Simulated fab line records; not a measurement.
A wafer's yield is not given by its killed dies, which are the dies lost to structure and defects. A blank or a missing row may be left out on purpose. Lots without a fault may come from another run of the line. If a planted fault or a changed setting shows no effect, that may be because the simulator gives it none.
Struck lot and sound lot, side by side | flow n5_finfet | 15 steps out of a route of 1938
Sound: these wafers, L933.3, L933.5, L933.6. Struck: wafer L932.5. (L932.2 of the same lot was not struck and is left out.) The cause comes at the end.
Order at every step that has rows: each side's tool, ch and its chambers, its first start. Under that, the readings that differ: sound wafers | struck wafers | difference of the means | sigmas: that difference in standard deviations of wafers without a fault.
alike: same words and numbers on both sides, and readings whose means sit less than 2 such deviations apart. not compared: any withheld reading, any reading some wafer has no value for, any bound like >300 that may hide the same value, and any number with overlapping values for which the record gives no deviation.
The two part at a step that has a row with sigmas, a row that says differs or no value, or rows on one side only. Numbers that have no deviation but don't overlap get no sigmas and don't part them. A reading that every wafer of one side lacks parts them only if that side has two wafers or more.

first, 1 step without rows for these wafers: N5_BEOL_M0_SAQP_SRD_93 (time 30 s).
N5_BEOL_M0_SAQP_RECESS_114: chemistry HF/NH3, target SiO2, target depth 14.4 nm, afs cycles 3, sublimation time 60 s.
  sound on vapor_etch-01 ch 0,1, day 9 01:49; struck on vapor_etch-01 ch 0, day 8 20:36
  alike: drypump_motor_current_A
N5_BEOL_M0_SAQP_SPACER1_ALD_98: deposits SiO2, target thk 12.8 nm, pulse time 1 s, purge time 2 s.
  sound on ald_sin-01 ch 0,1,3, day 9 02:05; struck on ald_sin-01 ch 0, day 8 21:55
  alike: heater_power_w, precursor_pulse_height_rel
N5_BEOL_M0_SAQP_SPACER1_ETCHBACK_99: etches SiO2 in CHF3/O2, target depth 15.4 nm, time 7.7 s.
  sound on rie_diel-03 ch 2,3, day 9 02:34; struck on rie_diel-06 ch 3, day 8 22:23
  alike: drypump_motor_current_A, oes_product_au, rf_vpp_V, showerhead_plenum_p_Torr, throttle_valve_pct
  not compared: rf_hours_counter_h
N5_BEOL_M0_SAQP_MANDREL1_REMOVE_100: chemistry HBr/Cl2/O2, target a-Si, stops on SiNx, bt time 10 s.
  sound on rie_si-01 ch 1,2,3, day 9 02:38; struck on rie_si-06 ch 1, day 8 22:29
  reading               | sound             | struck | difference | sigmas
  oes_product_au (a.u.) | 1.007 0.976 0.992 | 1.037  | +0.045     | +2
  alike: drypump_motor_current_A, throttle_valve_pct
  not compared: rf_hours_counter_h
N5_BEOL_M0_SAQP_CD_MEAS_25: the cd target is 13.1 nm.
  sound on cd_sem-02 ch 0, day 9 02:46; struck on cd_sem-03 ch 0, day 8 22:35
  alike: cd_nm
then, 5 steps without rows for these wafers: N5_BEOL_M0_SAQP_ETCH_101 (etches SiNx in CH3F/O2, target depth 29.9 nm, time 42.7 s); N5_BEOL_M0_SAQP_ETCH_102 (etches SiO2 in CF4, target depth 4 nm, time 4.4 s); N5_BEOL_M0_SAQP_MANDREL_ETCH_103 (etches a-Si in HBr/Cl2, stops on SiCN, target depth 45 nm, bt time 10 s, time 27 s); N5_BEOL_M0_SAQP_RECESS_104 (chemistry HF/NH3, target SiO2, target depth 18 nm, afs cycles 3, sublimation time 60 s); N5_BEOL_M0_SAQP_COAT_105 (time 60 s, resist thk 100 nm).
N5_BEOL_M0_SAQP_ETCH_106: etches SOC in N2/H2, stops on SiNx, target depth 150 nm.
  sound on rie_diel-02 ch 0,1,2, day 9 03:28; struck on rie_diel-03 ch 2, day 8 23:21
  alike: drypump_motor_current_A, oes_product_au, rf_vpp_V, showerhead_plenum_p_Torr, throttle_valve_pct
  not compared: rf_hours_counter_h
N5_BEOL_M0_SAQP_ETCH_107: etches SiNx in CH3F/O2, target depth 30 nm.
  sound on rie_diel-02 ch 0,1,2, day 9 03:31; struck on rie_diel-03 ch 2, day 8 23:25
  reading                                  | sound          | struck | difference | sigmas
  oes_product_au (a.u.)                    | 0.93 0.74 0.89 | 0.63   | -0.22      | -2
  model.BEOL_M0_SAQP.feature_depth_nm (nm) | 30.4 30 30     | 25     | -5         |
  alike: drypump_motor_current_A, rf_vpp_V, showerhead_plenum_p_Torr, throttle_valve_pct
  not compared: rf_hours_counter_h
then, 1 step without rows for these wafers: N5_BEOL_M0_SAQP_STRIP_108 (strips in N2/H2).
-- here the record skips 5 days between the struck wafers' starts before and after, leaving off in module BEOL_M0_SAQP and picking up in module BEOL_M4 (first step shown: number 1111 of the route) --
N5_BEOL_M4_RC_MEAS_101:
  sound on prober-01 ch 0, day 13 20:49; struck on prober-01 ch 0, day 13 17:13
  alike: DIBL_N, DIBL_P, IOFF_N, IOFF_P, ION_N, ION_P, SS_N, SS_P, VT_N, VT_P

## WHERE THEY PART
First at N5_BEOL_M0_SAQP_MANDREL1_REMOVE_100; last, within this record, at N5_BEOL_M0_SAQP_ETCH_107. Later steps at which nothing parts them and some readings are alike: N5_BEOL_M4_RC_MEAS_101.

WHY: the cause the simulator had injected
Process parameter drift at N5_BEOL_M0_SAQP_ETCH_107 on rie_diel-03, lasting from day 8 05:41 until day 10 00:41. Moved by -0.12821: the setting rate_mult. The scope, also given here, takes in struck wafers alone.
